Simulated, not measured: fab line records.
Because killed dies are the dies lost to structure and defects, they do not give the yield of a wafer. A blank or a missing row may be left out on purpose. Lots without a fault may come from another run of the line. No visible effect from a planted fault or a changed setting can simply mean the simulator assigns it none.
Lot-split experiment	flow n5 finfet	39 wafers read across 7 lots, on a route 1938 steps long

## THE SPLIT ITSELF
At N5_BEOL_M3_ETCH_70 (etches SOC in N2/H2, target depth 80 nm, overetch 16 nm, time 120 s), the setting time s was moved away from the recipe's 120 s on 15 of the 39 wafers read, by -55.1% to +49.3%. The other wafers ran this setting at the recipe's value.

Reading taken at the split's own step.

## THE READING
SiARC_of_BEOL_M3_COAT_68.thk nm (the simulator's own value, which no gauge read), in nm, at N5_BEOL_M3_ETCH_70 (etches SOC in N2/H2, target depth 80 nm, overetch 16 nm, time 120 s). There is no usual value for it anywhere in the file. Average 6.7 nm, standard deviation 0.17 nm, over the 24 wafers here run with the recipe.

wafer	tool, chamber at the split	time s as run, s	against the recipe	SiARC_of_BEOL_M3_COAT_68.thk nm, nm	against lot-mates on the recipe
L074.1	rie diel-03, 3	98.63	-17.8%	7.8	+1.1
L074.2	rie diel-03, 2	120	recipe	6.6	-
L074.3	rie diel-03, 1	120	recipe	6.8	-
L074.4	rie diel-03, 0	98.63	-17.8%	7.6	+0.9
L074.5	rie diel-03, 1	98.63	-17.8%	7.6	+0.9
L074.6	rie diel-03, 0	120	recipe	6.8	-
L076.1	rie diel-02, 0	120	recipe	6.6	-
L076.2	rie diel-02, 2	179.2	+49.3%	4	-2.7
L076.3	rie diel-02, 1	120	recipe	6.8	-
L076.4	rie diel-02, 1	179.2	+49.3%	4.2	-2.5
L076.5	rie diel-02, 2	179.2	+49.3%	4	-2.7
L076.6	rie diel-02, 0	120	recipe	6.6	-
L080.1	rie diel-06, 3	120	recipe	6.4	-
L080.2	rie diel-06, 0	53.87	-55.1%	9.4	+2.9
L080.3	rie diel-06, 2	53.87	-55.1%	9.6	+3.1
L080.4	rie diel-06, 1	53.87	-55.1%	9.4	+2.9
L080.5	rie diel-06, 3	120	recipe	6.2	-
L080.6	rie diel-06, 2	120	recipe	6.8	-
L087.1	rie diel-03, 2	120	recipe	6.6	-
L087.2	rie diel-03, 1	120	recipe	6.8	-
L087.3	rie diel-03, 3	120	recipe	7	-
L087.4	rie diel-03, 2	120	recipe	6.6	-
L087.5	rie diel-03, 1	120	recipe	6.8	-
L087.6	rie diel-03, 3	120	recipe	7	-
L092.1	rie diel-03, 2	120	recipe	6.6	-
L092.2	rie diel-03, 1	69.97	-41.7%	9	+2.3
L092.3	rie diel-03, 0	120	recipe	6.8	-
L092.4	rie diel-03, 1	69.97	-41.7%	9	+2.3
L092.5	rie diel-03, 0	69.97	-41.7%	9	+2.3
L092.6	rie diel-03, 2	120	recipe	6.6	-
L096.2	rie diel-03, 2	120	recipe	6.6	-
L096.4	rie diel-03, 3	120	recipe	6.6	-
L096.5	rie diel-03, 2	120	recipe	6.6	-
L097.1	rie diel-02, 3	65.59	-45.3%	9.2	+2.5
L097.2	rie diel-02, 0	120	recipe	6.6	-
L097.3	rie diel-02, 2	65.59	-45.3%	9.2	+2.5
L097.4	rie diel-02, 1	65.59	-45.3%	9.2	+2.5
L097.5	rie diel-02, 2	120	recipe	6.8	-
L097.6	rie diel-02, 3	120	recipe	6.6	-

FIT RESULTS
A straight line over all 39 wafers: SiARC_of_BEOL_M3_COAT_68.thk nm changes by -0.0533 nm for each +1% of time s; r = -0.99; the points scatter about the line by 0.16 nm.
The same after taking each lot's own level away (the mean of its wafers on the recipe; 39 wafers): -0.0543 nm for each +1%; r = -1.00; scatter 0.12 nm.
According to that fit, moving time s by its largest amount changes the reading by 3 nm.
From 6.47 to 6.80 nm: that is the span of the lots' own levels, equal to 1.9 times the standard deviation above.
Consequently the slope shifts little with the lot-to-lot level, the two slopes agreeing.
Check: with one of the wafers moved furthest among these (-55.1%) left out of the fit, the line predicts +3.02 nm for it against its lot-mates. Against them it came out at +2.93 nm.

## ADDITIONAL SPLITS CARRIED BY THESE WAFERS
Note: prior to the reading, these wafers also went through further splits. Each is held against what the fit with the lots' levels taken away leaves over:
other split on the same wafers	wafers away from the commonest value	r with SiARC_of_BEOL_M3_COAT_68.thk nm (lot level and that fit taken away)
N5_ZERO_LAYER_PECVD_02 time s	15	+0.19
N5_SD_EPI_N_ETCH_16 target depth a	18	-0.15
N5_HKMG_FIN_DEVELOP_48 develop time s	18	+0.22
N5_BEOL_M0_SAQP_SPACER1_ALD_98 ald cycles	9	+0.22

## THE WHOLE CHAIN: every reading that the file lists as answering this split, in the file's order
step	what it does	reading	change (the file's fit)	r (the file's)
N5_BEOL_M3_ETCH_70	etches SOC in N2/H2, target depth 80 nm, overetch 16 nm, time 120 s	etch.depth nm (the simulator's own value, which no gauge read)	not straight: 42.69 at the lowest setting, 60.09 at the recipe, 60.06 at the highest	not given
N5_BEOL_M3_ETCH_70	etches SOC in N2/H2, target depth 80 nm, overetch 16 nm, time 120 s	SiARC_of_BEOL_M3_COAT_68.thk nm (the simulator's own value, which no gauge read)	-0.0545 nm for each +1% of the setting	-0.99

## THE FILE'S OWN FIT
SiARC_of_BEOL_M3_COAT_68.thk nm changes by -0.0545 nm for each +1% of time s, r = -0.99.
